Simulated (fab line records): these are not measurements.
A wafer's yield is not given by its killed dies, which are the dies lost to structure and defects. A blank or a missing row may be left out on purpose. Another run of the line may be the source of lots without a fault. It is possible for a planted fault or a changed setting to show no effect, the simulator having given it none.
Split-lot experiment    flow n5-finfet    7 lots, 21 wafers read, on a route of 1938 steps

THE SPLIT
At N5_SDB_ETCH_17 (etches SiARC in CF4, target depth 23.4 nm, time 39 s), the setting bias-w was moved away from the recipe's 36 W on 7 of the 21 wafers read, by -14.2% to +15.3%. This setting was run at the recipe's value on the other wafers.

The reading is taken at the split's own step.

THE READING
rf-vpp-V, in V, at N5_SDB_ETCH_17 (etches SiARC in CF4, target depth 23.4 nm, time 39 s). Typical for fault-free wafers on this fab line: 183.6 V, with standard deviation 1.4 V.

wafer   tool, chamber at the split  bias-w as run, W  against the recipe  rf-vpp-V, V  against lot-mates on the recipe
L078.1  rie-diel-03, 0              36                recipe              182.6        -
L078.3  rie-diel-03, 2              36                recipe              184.1        -
L078.4  rie-diel-03, 1              31.53             -12.4%              167.9        -15.4
L081.3  rie-diel-05, 0              36                recipe              182.6        -
L081.4  rie-diel-05, 3              36                recipe              183.2        -
L081.6  rie-diel-05, 2              36                recipe              184.1        -
L083.2  rie-diel-03, 0              36                recipe              183.7        -
L083.3  rie-diel-03, 3              30.88             -14.2%              163.9        -19.8
L083.4  rie-diel-03, 0              30.88             -14.2%              166.9        -16.8
L084.1  rie-diel-05, 3              36                recipe              183.9        -
L084.4  rie-diel-05, 0              36                recipe              183.6        -
L084.5  rie-diel-05, 1              39.28             +9.1%               192.8        +9.1
L085.2  rie-diel-05, 2              36                recipe              185.5        -
L085.4  rie-diel-05, 3              36                recipe              183.9        -
L085.5  rie-diel-05, 1              39.32             +9.2%               194.0        +9.3
L095.1  rie-diel-05, 3              36                recipe              185.5        -
L095.4  rie-diel-05, 1              36                recipe              183.2        -
L095.6  rie-diel-05, 3              36                recipe              184.0        -
L097.1  rie-diel-03, 2              36                recipe              183.7        -
L097.2  rie-diel-03, 3              41.51             +15.3%              200.0        +16.3
L097.4  rie-diel-03, 1              41.51             +15.3%              201.5        +17.8

THE FIT
A straight line over all 21 wafers: rf-vpp-V changes by +1.19 V for each +1% of bias-w; r = +0.99; the points scatter about the line by 1.1 V.
The same after taking each lot's own level away (the mean of its wafers on the recipe; 21 wafers): +1.18 V for each +1%; r = +0.99; scatter 1 V.
That fit puts the effect of the largest move of bias-w on the reading at 18 V.
Measured against the standard deviation above, the lots' own levels, which go from 183.30 to 184.70 V, span 1.0 times it.
So the lot-to-lot level changes the slope little: the two slopes agree.
Check: for one of the wafers moved furthest among these (+15.3%), held out of the fit, the line's prediction against its lot-mates is +18 V. Against them it came out at +16.3 V.
Tool readings at the split's step, against how far the setting was moved: rf-vpp-V r = +0.99.

FILE'S OWN FIT
rf-vpp-V changes by +1.16 V for each +1% of bias-w, r = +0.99.
